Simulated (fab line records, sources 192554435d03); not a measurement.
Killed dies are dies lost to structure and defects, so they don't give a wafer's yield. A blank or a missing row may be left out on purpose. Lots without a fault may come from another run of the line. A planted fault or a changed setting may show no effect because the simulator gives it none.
fab line records | flow n5_finfet
record lots=9 wafers=27 last_day=18
route steps=1938 shown MOL_CONTACT_COAG@527 BEOL_M4@1111 PASSIVATION@1936
lots that met no fault: from a run of the same line without faults
start_h: hours from the record's first day to the start of the lot's first wafer shown | wait_h: hours since the lot's step before | " the same as in the row above | L1.1+2: a row that stands for several wafers | - no value, or no start given | * or withheld: withheld | < > ~ a bound
route shown NAME@n: a module of which the file shows steps, and the number in the route of the first | usual: mean/standard deviation of fault-free wafers | same: alike in all rows | chamber/n: place in a boat | sites: the reading at each site | _std_site: their standard deviation | _edge_site: outer sites' mean less inner sites' | radius_mm: how far each site lies from the wafer's centre | mask NAME#n: copy n | behind: the tool/chamber that last shaped the wafer | hold: why the lot was held/for how many hours/how that ended | device: the transistor (n, p or np) that didn't switch | end of line: the same wafers' tests at the end of the route | a step without rows: its recipe alone | killed: dies lost to structure and defects at the first sort, not the wafer's yield | map: a wafer's dies, x killed, . not, _ none there
set.NAME: the setting as run; set.NAME@STEP: as run at that earlier step | model.NAME: the simulator's own value behind a step, which no gauge read
steps of the route over a sample of lots; a table a step, a row a wafer
services: from which hour (start_h, from the record's first day; less than 0 if before it) a tool's chamber was out of use, for how many hours, and why
## steps
# step N5_MOL_CONTACT_COAG_OVL_MEAS_09
# recipe points_per_wafer=522
# usual CA_OVL=-0.2/0.69
# columns lot.wafer tool chamber start_h wait_h CA_OVL[nm]
L618.1 overlay-01 0 99.00 0.0 0.0
L618.2 " 0 " " -1.0
L618.4 " 0 " " -0.1
L620.3 overlay-01 0 110.44 0.0 0.7
L620.5 " 0 " " 0.2
L620.6 " 0 " " 1.2
L624.4 overlay-02 0 141.36 0.0 -1.9
L624.5 " 0 " " -0.9
L624.6 " 0 " " -0.2
L625.1 overlay-01 0 143.48 0.0 -0.4
L625.2 " 0 " " -0.5
L625.6 " 0 " " -0.6
L626.3 overlay-01 0 152.69 0.0 -0.7
L626.5 " 0 " " 1.1
L626.6 " 0 " " 0.1
L635.1 overlay-02 0 201.75 0.0 0.0
L635.2 " 0 " " 0.7
L635.4 " 0 " " 1.1
L636.1 overlay-01 0 210.15 0.0 -0.1
L636.2 " 0 " " -0.9
L636.4 " 0 " " -0.8
L637.2 overlay-02 0 214.54 0.0 1.2
L637.3 " 0 " " 0.6
L637.4 " 0 " " 0.1
L639.1 overlay-01 0 227.03 0.0 0.0
L639.4 " 0 " " 0.9
L639.5 " 0 " " -0.1
# step N5_MOL_CONTACT_COAG_ETCH_59
# recipe chemistry=N2/H2 target=underlayer target_depth_a=130 mask_material=CAR-EUV time_s=10.4 ion_energy_ev=200 pressure_mtorr=30 source_w=840 bias_w=150 n2_flow_sccm=200 h2_flow_sccm=200 ends=cleared
# usual chamber_pressure_mTorr=30.004/0.028 drypump_motor_current_A=5.6/0.39 etch_rf_on_time_s=10.46/0.19 oes_product_au=0.68/0.074 rf_fwd_power_W=819.3/2.4 rf_vpp_V=524.7/2.5 showerhead_plenum_p_Torr=2.58/0.085 throttle_valve_pct=17.76/0.23
# columns lot.wafer tool chamber start_h wait_h chamber_pressure_mTorr drypump_motor_current_A etch_rf_on_time_s oes_product_au rf_fwd_power_W rf_hours_counter_h rf_vpp_V showerhead_plenum_p_Torr throttle_valve_pct
L618.1 rie_diel-02 0 99.14 0.0 30.034 5.4 10.53 0.70 818.6 81 525.2 2.58 17.56
L618.2 " 2 " " 29.991 6.6 10.38 0.67 818.7 123 520.3 2.44 17.69
L618.4 " 3 " " 29.940 5.5 10.65 0.79 820.5 18 522.4 2.50 17.83
L620.3 rie_diel-02 3 110.56 0.0 29.970 5.5 10.56 0.78 821.7 23 522.6 2.50 17.83
L620.5 " 0 " " 29.989 5.4 10.44 0.71 820.2 - 525.9 2.57 17.55
L620.6 " 1 " " 29.997 5.4 10.77 0.57 818.5 - 526.3 2.62 18.27
L624.4 rie_diel-02 0 141.64 0.0 29.974 5.4 10.53 0.69 819.0 - 526.0 2.57 17.60
L624.5 " 2 " " 30.014 6.6 10.44 0.65 821.3 - 521.6 2.43 17.71
L624.6 " 1 " " 30.045 5.4 10.82 0.57 819.5 - 525.4 2.62 18.27
L625.1 rie_diel-05 2 143.60 0.0 30.010 5.8 10.47 0.61 821.8 179 526.7 2.63 17.36
L625.2 " 3 " " 30.028 5.7 10.55 0.61 818.7 191 523.2 2.51 17.57
L625.6 " 1 " " 29.957 5.4 10.45 0.58 818.5 - 522.9 2.51 18.22
L626.3 rie_diel-05 2 152.81 0.0 29.980 5.8 10.48 0.60 819.8 183 527.4 2.63 17.38
L626.5 " 3 " " 29.991 5.7 10.50 0.61 818.8 - 523.6 2.50 17.59
L626.6 " 2 " " 30.029 5.8 10.40 0.61 817.5 - 525.2 2.63 17.37
L635.1 rie_diel-02 0 201.92 0.0 30.039 5.4 10.38 0.67 817.9 122 524.0 2.56 17.63
L635.2 " 3 " " 29.995 5.5 10.57 0.74 822.1 48 522.9 2.49 17.87
L635.4 " 2 " " 30.023 6.6 10.43 0.64 818.9 161 518.0 2.42 17.76
L636.1 rie_diel-02 3 210.27 0.0 30.042 5.5 10.68 0.74 819.3 51 522.1 2.48 17.90
L636.2 " 0 " " 30.017 5.4 10.47 0.67 821.3 125 523.9 2.56 17.62
L636.4 " 2 " " 30.021 6.6 10.42 0.64 816.1 164 519.9 2.42 17.75
L637.2 rie_diel-04 3 214.66 0.0 30.030 5.0 10.17 0.76 821.2 48 528.1 2.70 17.68
L637.3 " 0 " " 30.005 5.9 10.52 0.64 816.3 184 524.2 2.54 17.76
L637.4 " 1 " " 29.987 5.4 10.46 0.77 821.3 17 524.0 2.51 17.54
L639.1 rie_diel-02 2 227.15 0.0 29.985 6.6 10.59 0.63 814.9 171 521.5 2.42 17.75
L639.4 " 1 " " 29.995 5.4 10.44 0.76 815.8 20 525.6 2.61 17.88
L639.5 " 2 " " 30.022 6.6 10.56 0.63 822.5 - 520.9 2.42 17.76
# step N5_MOL_CONTACT_COAG_ALD_20
# recipe material=TiN target_thk_a=15 temp_c=400 ald_precursor_family=TiCl4 ald_co_reactant=NH3 pulse_time_s=1 purge_time_s=3 co_reactant_purge_time_s=2 co_reactant_pulse_time_s=2 ald_cycles=68 pressure_torr=3
# usual heater_power_w=877/80 precursor_pulse_height_rel=1.000/0.023
# same ald_cycles=68
# columns lot.wafer tool chamber start_h wait_h heater_power_w precursor_pulse_height_rel
L618.1 ald_metal-02 2 100.18 0.1 794 1.034
L618.2 " 1 " " 867 0.994
L618.4 " 0 " " 774 0.991
L620.3 ald_metal-03 3 113.09 0.1 962 0.958
L620.5 " 3 " " 964 1.011
L620.6 " 0 " " 857 0.987
L624.4 ald_metal-01 3 142.81 0.1 826 0.970
L624.5 " 0 " " 980 1.045
L624.6 " 3 " " 832 1.004
L625.1 ald_metal-03 1 144.69 0.1 741 1.014
L625.2 " 2 " " 1000 0.990
L625.6 " 3 " " 988 0.987
L626.3 ald_metal-01 0 154.59 0.1 936 0.982
L626.5 " 2 " " 935 0.988
L626.6 " 1 " " 910 1.008
L635.1 ald_metal-01 0 206.60 0.1 983 1.002
L635.2 " 3 " " 821 1.027
L635.4 " 2 " " 936 1.020
L636.1 ald_metal-03 3 215.31 0.1 1001 1.001
L636.2 " 2 " " 971 1.002
L636.4 " 1 " " 734 1.000
L637.2 ald_metal-01 1 216.57 0.1 910 0.980
L637.3 " 0 " " 970 0.985
L637.4 " 2 " " 927 0.991
L639.1 ald_metal-02 1 228.56 0.1 890 1.014
L639.4 " 2 " " 817 0.993
L639.5 " 2 " " 826 0.993
# step N5_MOL_CONTACT_COAG_ANNEAL_113
# recipe temp_c=400 time_s=300 ambient=H2/N2
# usual anneal_temp_c=399.99/0.22 anneal_temp_c_max=401.8/0.4 lamp_power_pct=2.4/0.35 lamp_zone_2_pct=2.4/0.35 wafer_temp_C_max=401.4/0.31
# columns lot.wafer tool chamber start_h wait_h anneal_temp_c anneal_temp_c_max lamp_power_pct lamp_zone_2_pct wafer_temp_C_max
L618.1 rtp_anneal-01 0 103.22 0.3 400.20 401.5 3.0 3.0 401.2
L618.2 " 0 " " 400.34 401.9 3.0 3.1 401.5
L618.4 " 0 " " 399.99 401.3 3.0 3.0 401.8
L620.3 rtp_anneal-02 0 115.07 0.6 399.82 401.4 2.2 2.2 401.7
L620.5 " 0 " " 399.95 401.9 2.2 2.2 401.2
L620.6 " 0 " " 399.69 401.5 2.2 2.2 401.8
L624.4 rtp_anneal-02 0 145.02 0.6 400.03 402.4 2.2 2.2 401.5
L624.5 " 0 " " 400.15 402.1 2.2 2.2 401.2
L624.6 " 0 " " 400.18 401.6 2.2 2.2 401.8
L625.1 rtp_anneal-01 - 147.12 0.3 - - - - -
L625.2 " - " " - - - - -
L625.6 " - " " - - - - -
L626.3 rtp_anneal-02 - 156.84 0.6 - - - - -
L626.5 " - " " - - - - -
L626.6 " - " " - - - - -
L635.1 rtp_anneal-02 0 208.52 0.7 400.04 401.7 2.2 2.2 401.6
L635.2 " 0 " " 400.05 401.6 2.2 2.2 401.3
L635.4 " 0 " " 399.74 401.9 2.2 2.2 401.0
L636.1 rtp_anneal-02 0 217.70 0.4 400.08 402.3 2.2 2.2 401.5
L636.2 " 0 " " 400.18 402.0 2.2 2.2 401.7
L636.4 " 0 " " 400.19 401.9 2.2 2.2 401.4
L637.2 rtp_anneal-02 0 218.75 0.6 400.46 403.0 2.2 2.2 401.8
L637.3 " 0 " " 399.94 402.0 2.2 2.2 401.2
L637.4 " 0 " " 399.94 401.6 2.2 2.2 401.2
L639.1 rtp_anneal-02 0 230.11 0.3 399.87 401.8 2.2 2.2 401.6
L639.4 " 0 " " 399.85 401.6 2.2 2.2 400.9
L639.5 " 0 " " 399.68 401.8 2.2 2.2 401.6
# step N5_BEOL_M4_RC_MEAS_101
# usual DIBL_N=35.8/1.8 DIBL_P=35.9/2.2 IOFF_N=0.16/0.035 IOFF_P=0.21/0.04 ION_N=672/11 ION_P=461/7.4 SS_N=71.4/0.64 SS_P=73.2/0.67 VT_N=250/3.5 VT_P=-251/3.4
# columns lot.wafer tool chamber start_h wait_h DIBL_N[mV/V] DIBL_P[mV/V] IOFF_N[nA/um] IOFF_P[nA/um] ION_N[uA/um] ION_P[uA/um] SS_N[mV/dec] SS_P[mV/dec] VT_N[mV] VT_P[mV]
L618.1 prober-02 0 165.77 0.2 34.2 32.9 0.12 0.17 664 451 71.0 72.0 254 -254
L618.2 " 0 " " 33.8 34.0 0.12 0.18 671 462 71.3 71.9 257 -255
L618.4 " 0 " " 34.3 33.8 0.13 0.18 673 452 70.8 73.0 253 -252
L620.3 prober-02 0 188.64 0.3 37.6 39.3 0.21 0.27 679 467 72.1 73.9 247 -246
L620.5 " 0 " " 34.5 35.6 0.15 0.21 670 459 71.0 72.9 250 -247
L620.6 " 0 " " 35.5 37.1 0.17 0.24 676 473 71.4 73.0 251 -248
L624.4 prober-02 0 214.06 0.5 36.3 36.0 0.15 0.18 663 455 71.7 73.6 251 -253
L624.5 " 0 " " 38.0 39.9 0.19 0.26 677 462 71.8 74.1 249 -249
L624.6 " 0 " " 36.0 36.2 0.15 0.19 667 458 71.1 73.6 249 -251
L625.1 prober-01 0 218.52 0.0 37.6 38.2 0.20 0.24 680 457 72.6 74.2 248 -250
L625.2 " 0 " " 34.9 34.9 0.13 0.18 665 456 71.7 73.1 253 -253
L625.6 " 0 " " 38.6 38.6 0.20 0.24 680 462 72.5 73.5 248 -248
L626.3 prober-01 0 222.42 0.3 38.0 37.8 0.20 0.23 684 461 72.0 74.6 245 -251
L626.5 " 0 " " 38.2 37.2 0.20 0.23 675 458 72.4 74.0 249 -252
L626.6 " 0 " " 36.5 35.5 0.17 0.20 685 466 71.8 74.7 250 -253
L636.1 prober-02 0 282.56 0.0 35.1 36.4 0.15 0.23 668 461 71.7 73.3 248 -248
L636.2 " 0 " " 36.7 38.3 0.19 0.26 679 472 72.2 72.9 246 -245
L636.4 " 0 " " 34.3 35.3 0.14 0.21 669 466 71.8 72.9 252 -248
L635.1 prober-01 0 284.90 0.0 37.0 36.5 0.16 0.22 673 455 71.6 73.1 251 -249
L635.2 " 0 " " 37.4 37.5 0.17 0.26 670 462 71.8 74.1 248 -245
L635.4 " 0 " " 36.3 36.1 0.17 0.22 671 463 71.5 73.4 250 -247
L637.2 prober-01 0 287.94 0.2 37.1 37.8 0.17 0.21 679 458 72.1 74.1 246 -251
L637.3 " 0 " " 36.5 36.8 0.15 0.20 674 468 71.4 73.9 251 -255
L637.4 " 0 " " 33.7 32.5 0.11 0.15 660 454 70.9 72.8 255 -255
L639.1 prober-02 0 311.74 0.0 34.4 33.0 0.11 0.17 659 459 70.6 72.5 255 -251
L639.4 " 0 " " 35.2 34.1 0.12 0.18 658 459 71.7 72.9 255 -253
L639.5 " 0 " " 32.4 30.8 0.09 0.14 653 453 70.3 71.6 257 -255
# step N5_PASSIVATION_PROBE_49
# usual defect_limited_yield=91.0/1.5 killed_at_M0_to_M3=34/9.1 killed_at_M4_up=14/5.7 killed_at_contacts=13/5.7 killed_at_front_end=42/12 killed_at_other=4/3.4 killed_dies=106/17 killed_open=70/13 killed_short=34/7.5 sort_bin_5_function=5.2/0.94 sort_bin_6_memory=3.4/0.69 sort_n_pass=1074/17 sort_yield_pct=91.0/1.5
# same gross_dies=1180 killed_at_back_side=0 sort_bin_4_leakage[%]=0 sort_bin_8_speed[%]=0
# columns lot.wafer tool chamber start_h wait_h defect_limited_yield[%] killed_at_M0_to_M3 killed_at_M4_up killed_at_contacts killed_at_front_end killed_at_other killed_dies killed_open killed_short sort_bin_5_function[%] sort_bin_6_memory[%] sort_n_pass sort_yield_pct[%]
L618.1 prober-02 - 270.10 0.0 89.5 34 18 19 52 1 124 85 39 6.1 4.2 1056 89.5
L618.2 prober-02 - 270.15 0.1 92.3 34 13 2 40 2 91 54 35 4.7 2.5 1089 92.3
L618.4 prober-02 - 270.25 0.2 89.2 50 14 15 46 2 127 86 41 5.3 4.9 1053 89.2
L624.4 prober-02 - 314.52 0.2 91.3 27 9 16 45 6 103 66 37 5.3 3.1 1077 91.3
L624.5 prober-02 - 314.57 0.2 90.9 28 16 14 47 2 107 69 38 6.0 2.9 1073 90.9
L624.6 prober-02 - 314.62 0.3 90.8 37 17 19 31 5 109 71 38 4.7 4.4 1071 90.8
L625.1 prober-02 - 325.77 0.0 87.9 61 8 12 59 3 143 98 45 7.1 4.4 1037 87.9
L625.2 prober-02 - 325.82 0.1 89.2 50 9 8 60 0 127 88 39 6.2 4.3 1053 89.2
L625.6 prober-02 - 326.02 0.3 89.3 52 7 5 60 2 126 89 34 6.4 3.5 1054 89.3
L626.3 prober-02 - 333.64 0.1 91.9 19 24 11 22 19 95 59 36 5.0 3.0 1085 91.9
L626.5 prober-02 - 333.74 0.2 90.0 21 32 15 42 8 118 76 38 5.3 3.6 1062 90.0
L626.6 prober-02 - 333.79 0.3 89.7 28 23 14 50 7 122 72 49 5.6 4.5 1058 89.7
L635.1 prober-01 - 391.70 0.0 89.5 38 19 8 53 6 124 80 41 5.9 4.2 1056 89.5
L635.2 prober-01 - 391.75 0.1 90.5 21 13 5 70 3 112 85 26 5.7 3.7 1068 90.5
L635.4 prober-01 - 391.85 0.2 90.3 27 22 6 54 5 114 75 38 5.8 3.4 1066 90.3
# killed by level:class
L618.1 BEOL_M4:geometric_particle:open=15 MOL_CONTACT_COAG:geometric_particle:open=15 STI_FIN_REVEAL:geometric_particle:open=11 FIN_SAQP:geometric_particle:short=10 FIN_SAQP:geometric_particle:open=9 BEOL_M0_SAQP:geometric_particle:open=7 BEOL_M2:geometric_particle:open=7 STARTING-WAFER:geometric_particle:short=5
L618.2 GATE_CUT:geometric_particle:short=9 STI_FIN_REVEAL:geometric_particle:open=8 FIN_SAQP:geometric_particle:open=7 FIN_SAQP:geometric_particle:short=7 BEOL_M0_SAQP:geometric_particle:short=7 BEOL_M0_SAQP:geometric_particle:open=7 BEOL_M1:geometric_particle:open=7 BEOL_M2:geometric_particle:open=5
L618.4 MOL_CONTACT_COAG:geometric_particle:open=12 BEOL_M1:geometric_particle:open=12 STI_FIN_REVEAL:geometric_particle:open=11 BEOL_M0_SAQP:geometric_particle:short=9 BEOL_M0_SAQP:geometric_particle:open=9 BEOL_M3:geometric_particle:open=8 BEOL_M4:geometric_particle:open=6 FIN_SAQP:geometric_particle:open=5
L624.4 MOL_CONTACT_COAG:geometric_particle:open=14 STI_FIN_REVEAL:geometric_particle:open=8 GATE_CUT:geometric_particle:short=7 BEOL_M0_SAQP:geometric_particle:short=7 BEOL_M3:geometric_particle:open=7 FIN_SAQP:geometric_particle:open=6 BEOL_M4:geometric_particle:open=6 FIN_SAQP:geometric_particle:short=5
L624.5 FIN_SAQP:geometric_particle:open=16 MOL_CONTACT_COAG:geometric_particle:open=11 BEOL_M4:geometric_particle:open=9 FIN_SAQP:geometric_particle:short=8 STI_FIN_REVEAL:geometric_particle:open=7 BEOL_M3:geometric_particle:open=7 BEOL_M2:geometric_particle:short=6 DUMMY_GATE:geometric_particle:open=4
L624.6 MOL_CONTACT_COAG:geometric_particle:open=15 BEOL_M4:geometric_particle:open=13 FIN_SAQP:geometric_particle:short=9 BEOL_M0_SAQP:geometric_particle:open=8 BEOL_M0_SAQP:geometric_particle:short=8 BEOL_M3:geometric_particle:open=8 FIN_SAQP:geometric_particle:open=6 BEOL_M1:geometric_particle:open=6
L625.1 BEOL_M3:geometric_particle:open=23 BEOL_M2:geometric_particle:open=18 FIN_SAQP:geometric_particle:open=14 MOL_CONTACT_COAG:geometric_particle:open=10 FIN_SAQP:geometric_particle:short=9 STI_FIN_REVEAL:geometric_particle:open=8 BEOL_M3:geometric_particle:short=7 ILD0:geometric_particle:open=6
L625.2 STI_FIN_REVEAL:geometric_particle:open=21 BEOL_M3:geometric_particle:open=17 BEOL_M2:geometric_particle:open=9 STI_FIN_REVEAL:geometric_particle:short=8 BEOL_M0_SAQP:geometric_particle:short=8 MOL_CONTACT_COAG:geometric_particle:open=7 FIN_SAQP:geometric_particle:open=6 FIN_SAQP:geometric_particle:short=5
L625.6 BEOL_M3:geometric_particle:open=21 STI_FIN_REVEAL:geometric_particle:open=16 FIN_SAQP:geometric_particle:open=15 BEOL_M0_SAQP:geometric_particle:open=14 FIN_SAQP:geometric_particle:short=9 BEOL_M0_SAQP:geometric_particle:short=8 BEOL_M4:geometric_particle:open=6 DUMMY_GATE:geometric_particle:open=5
L626.3 MOL_CONTACT_COAG:geometric_particle:open=11 BEOL_M4:geometric_particle:open=10 GATE_CUT:geometric_particle:short=8 BEOL_M0_SAQP:geometric_particle:open=6 BEOL_M3:geometric_particle:open=6 BEOL_M4:geometric_particle:short=6 MIM_TOP_ETCH:geometric_particle:open=5 PASS1_CAP:geometric_particle:open=4
L626.5 BEOL_M4:geometric_particle:open=19 MOL_CONTACT_COAG:geometric_particle:open=10 STI_FIN_REVEAL:geometric_particle:open=8 BEOL_M0_SAQP:geometric_particle:open=8 FIN_SAQP:geometric_particle:short=6 BEOL_M0_SAQP:geometric_particle:short=6 GATE_CUT:geometric_particle:short=5 BEOL_M4:geometric_particle:short=5
L626.6 BEOL_M4:geometric_particle:open=15 BEOL_M3:geometric_particle:open=12 FIN_SAQP:geometric_particle:short=11 MOL_CONTACT_COAG:geometric_particle:open=11 STI_FIN_REVEAL:geometric_particle:open=10 FIN_SAQP:geometric_particle:open=8 BEOL_M0_SAQP:geometric_particle:short=7 GATE_CUT:geometric_particle:short=5
L635.1 BEOL_M3:geometric_particle:open=13 DUMMY_GATE:geometric_particle:open=12 BEOL_M4:geometric_particle:open=11 FIN_SAQP:geometric_particle:short=9 BEOL_M0_SAQP:geometric_particle:short=9 STI_FIN_REVEAL:geometric_particle:open=8 BEOL_M0_SAQP:geometric_particle:open=7 FIN_SAQP:geometric_particle:open=5
L635.2 DUMMY_GATE:geometric_particle:open=18 STI_FIN_REVEAL:geometric_particle:open=17 FIN_SAQP:geometric_particle:open=16 BEOL_M4:geometric_particle:open=10 BEOL_M0_SAQP:geometric_particle:open=7 BEOL_M0_SAQP:geometric_particle:short=6 GATE_CUT:geometric_particle:open=5 DUMMY_GATE:geometric_particle:short=4
L635.4 FIN_SAQP:geometric_particle:open=13 BEOL_M4:geometric_particle:open=11 FIN_SAQP:geometric_particle:short=10 STI_FIN_REVEAL:geometric_particle:open=8 DUMMY_GATE:geometric_particle:open=6 GATE_CUT:geometric_particle:short=6 MOL_CONTACT_COAG:geometric_particle:open=6 BEOL_M0_SAQP:geometric_particle:short=6
## services
# columns tool chamber start_h hours kind
ald_metal-02 - 81.83 0.4 repair
rie_diel-04 - 86.97 0.2 repair
rie_diel-05 1 89.57 3.7 repair
rie_diel-04 3 103.87 1.6 repair
ald_metal-02 0 113.42 16.1 repair
rie_diel-02 2 123.38 3.3 repair
rie_diel-02 3 124.20 18.9 repair
rie_diel-05 2 127.78 5.4 repair
rie_diel-04 0 133.20 5.6 repair
rie_diel-02 1 143.12 - clean
rie_diel-02 1 143.12 - consumable_replace:focus_ring
rie_diel-02 1 143.12 20.1 scheduled_down
rie_diel-02 1 143.12 20.1 vent_cycle
ald_metal-03 - 145.70 2.8 pm
rie_diel-05 1 153.82 - clean
rie_diel-05 1 153.82 - consumable_replace:focus_ring
rie_diel-05 1 153.82 20.4 scheduled_down
rie_diel-05 1 153.82 20.4 vent_cycle
rtp_anneal-01 - 165.19 53.8 pm
ald_metal-02 2 165.51 13.3 repair
ald_metal-02 3 190.10 6.9 repair
rie_diel-05 3 207.52 3.0 repair
ald_metal-02 - 208.27 0.6 repair
ald_metal-03 - 222.29 1.4 repair
## key
first_sign step=N5_MOL_CONTACT_COAG_ANNEAL_113 reading=tool_record direction=missing
effect none on later readings
met_at N5_MOL_CONTACT_COAG_ANNEAL_113
struck_lots L625,L626
not_acting_at N5_MOL_CONTACT_COAG_OVL_MEAS_09,N5_MOL_CONTACT_COAG_ETCH_59,N5_MOL_CONTACT_COAG_ALD_20
onset_between 145.02 147.12
fault kind=skipped_step_whole tool=rtp_anneal-01,rtp_anneal-02 chamber=- onset_h=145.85 steps=N5_MOL_CONTACT_COAG_ANNEAL_113 scope=struck_lots_only
